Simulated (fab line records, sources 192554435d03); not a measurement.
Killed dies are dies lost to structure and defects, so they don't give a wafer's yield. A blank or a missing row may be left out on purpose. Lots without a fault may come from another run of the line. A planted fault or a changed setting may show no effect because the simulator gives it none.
Chamber matching | flow n5_finfet | N5_BEOL_M12_ILD_DEP_00 on pecvd-03: 3 sister chambers
The step deposits SiOC from DEMS/O2, target thk 658.92 nm, time 130.7 s. 3 wafers are shown with their chamber, then 7 later ones without.

WAFERS WITH THEIR CHAMBER
wafer  | chamber | throttle_valve_pct (%)
L082.4 | 2       | 11.3
L086.1 | 0       | 12.5
L086.3 | 1       | 11.5

WAFERS WITHOUT THEIR CHAMBER
wafer  | throttle_valve_pct (%)
L086.5 | 11.6
L090.3 | 11.4
L090.4 | 12.3
L090.6 | 11.3
L097.3 | 11.5
L097.4 | 12.3
L097.5 | 11.3

WHICH CHAMBER EACH WENT THROUGH
wafer  | from the rows above     | in truth
L086.5 | can't be placed: 1 or 2 | 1
L090.3 | can't be placed: 1 or 2 | 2
L090.4 | 0                       | 0
L090.6 | can't be placed: 2 or 1 | 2
L097.3 | can't be placed: 1 or 2 | 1
L097.4 | 0                       | 0
L097.5 | can't be placed: 2 or 1 | 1
Placed correctly: 2 of 7. Can't be placed from these rows: 5 (the true chamber is among the candidates in 5). Placed wrongly: 0.
How it was worked out, from the rows above alone: a wafer's distance from a chamber is the root of the sum, over the readings, of the square of ((its reading less the chamber's mean) divided by the reading's scatter). The wafer belongs to the nearest chamber; if the next one is less than 2 further off, it can't be placed. A chamber's mean is the mean of its shown wafers. The scatter: with one shown wafer a chamber, the root of the mean of the squares of how far each hidden wafer lies from its nearest shown one.
